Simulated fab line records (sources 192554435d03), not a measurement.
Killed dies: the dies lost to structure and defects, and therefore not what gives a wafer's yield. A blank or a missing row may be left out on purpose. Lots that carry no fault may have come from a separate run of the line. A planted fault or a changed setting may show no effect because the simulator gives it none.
Matching of chambers || flow n5 finfet || N5_BEOL_M12_ETCH_67 on rie diel-05: 4 sister chambers
The step etches SiARC in CF4, target depth 143 nm, time 238.3 s. 14 wafers are shown with their chamber, then 7 later ones without.

WAFERS WITH THEIR CHAMBER
{"wafer": "L074.1", "chamber": 2, "throttle valve pct (%)": 15.42, "showerhead plenum p Torr (Torr)": 2.16, "oes product au (a.u.)": 0.70}
{"wafer": "L074.4", "chamber": 0, "throttle valve pct (%)": 15.46, "showerhead plenum p Torr (Torr)": 2.18, "oes product au (a.u.)": 0.71}
{"wafer": "L074.6", "chamber": 2, "throttle valve pct (%)": 15.40, "showerhead plenum p Torr (Torr)": 2.16, "oes product au (a.u.)": 0.71}
{"wafer": "L078.1", "chamber": 2, "throttle valve pct (%)": 15.41, "showerhead plenum p Torr (Torr)": 2.16, "oes product au (a.u.)": 0.70}
{"wafer": "L078.3", "chamber": 0, "throttle valve pct (%)": 15.47, "showerhead plenum p Torr (Torr)": 2.17, "oes product au (a.u.)": 0.71}
{"wafer": "L078.5", "chamber": 1, "throttle valve pct (%)": 15.98, "showerhead plenum p Torr (Torr)": 2.21, "oes product au (a.u.)": 0.61}
{"wafer": "L080.1", "chamber": 2, "throttle valve pct (%)": 15.41, "showerhead plenum p Torr (Torr)": 2.15, "oes product au (a.u.)": 0.69}
{"wafer": "L080.2", "chamber": 3, "throttle valve pct (%)": 15.46, "showerhead plenum p Torr (Torr)": 2.07, "oes product au (a.u.)": 0.68}
{"wafer": "L080.4", "chamber": 0, "throttle valve pct (%)": 15.48, "showerhead plenum p Torr (Torr)": 2.17, "oes product au (a.u.)": 0.70}
{"wafer": "L083.1", "chamber": 2, "throttle valve pct (%)": 15.43, "showerhead plenum p Torr (Torr)": 2.15, "oes product au (a.u.)": 0.68}
{"wafer": "L083.4", "chamber": 3, "throttle valve pct (%)": 15.47, "showerhead plenum p Torr (Torr)": 2.07, "oes product au (a.u.)": 0.68}
{"wafer": "L083.6", "chamber": 3, "throttle valve pct (%)": 15.47, "showerhead plenum p Torr (Torr)": 2.07, "oes product au (a.u.)": 0.68}
{"wafer": "L086.1", "chamber": 2, "throttle valve pct (%)": 15.46, "showerhead plenum p Torr (Torr)": 2.15, "oes product au (a.u.)": 0.67}
{"wafer": "L086.2", "chamber": 1, "throttle valve pct (%)": 16.05, "showerhead plenum p Torr (Torr)": 2.20, "oes product au (a.u.)": 0.59}

SIGNATURES (means of the wafers above)
{"reading": "throttle valve pct", "chamber 0": 15.4700, "chamber 1": 16.0150, "chamber 2": 15.4217, "chamber 3": 15.4667, "scatter within a chamber": 0.0224}
{"reading": "showerhead plenum p Torr", "chamber 0": 2.1733, "chamber 1": 2.2050, "chamber 2": 2.1550, "chamber 3": 2.0700, "scatter within a chamber": 0.00516}
{"reading": "oes product au", "chamber 0": 0.7067, "chamber 1": 0.6000, "chamber 2": 0.6917, "chamber 3": 0.6800, "scatter within a chamber": 0.0116}
Rule: for each reading, subtract the chamber's mean from the wafer's reading, divide by that reading's scatter and square the result; add these up over the readings and take the root, which gives the wafer's distance from the chamber. If the next closest chamber is less than 2 further off than the closest, the wafer can't be placed; otherwise it belongs to the closest. How the scatter is found: for the shown wafers, subtract from each reading the mean of its chamber, square and add these, divide the total by (wafers less chambers), then take the root.

WAFERS WITH NO CHAMBER GIVEN
{"wafer": "L086.3", "throttle valve pct (%)": 15.51, "showerhead plenum p Torr (Torr)": 2.17, "oes product au (a.u.)": 0.69}
{"wafer": "L093.1", "throttle valve pct (%)": 15.55, "showerhead plenum p Torr (Torr)": 2.06, "oes product au (a.u.)": 0.64}
{"wafer": "L093.2", "throttle valve pct (%)": 15.56, "showerhead plenum p Torr (Torr)": 2.20, "oes product au (a.u.)": 0.85}
{"wafer": "L093.6", "throttle valve pct (%)": 15.50, "showerhead plenum p Torr (Torr)": 2.14, "oes product au (a.u.)": 0.66}
{"wafer": "L097.1", "throttle valve pct (%)": 15.56, "showerhead plenum p Torr (Torr)": 2.16, "oes product au (a.u.)": 0.66}
{"wafer": "L097.3", "throttle valve pct (%)": 15.59, "showerhead plenum p Torr (Torr)": 2.20, "oes product au (a.u.)": 0.83}
{"wafer": "L097.5", "throttle valve pct (%)": 15.59, "showerhead plenum p Torr (Torr)": 2.20, "oes product au (a.u.)": 0.82}

EACH ONE'S CHAMBER
{"wafer": "L086.3", "from the rows above": 0, "in truth": 0}
{"wafer": "L093.1", "from the rows above": 3, "in truth": 3}
{"wafer": "L093.2", "from the rows above": 0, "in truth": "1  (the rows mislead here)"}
{"wafer": "L093.6", "from the rows above": 2, "in truth": 2}
{"wafer": "L097.1", "from the rows above": "can't be placed: 0 or 2", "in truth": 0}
{"wafer": "L097.3", "from the rows above": 0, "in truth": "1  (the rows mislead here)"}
{"wafer": "L097.5", "from the rows above": 0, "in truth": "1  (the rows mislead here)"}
Placed correctly: 3 of 7. From these rows, 1 cannot be placed; in 1 the true chamber is one of the candidates. Wrongly placed: 3.
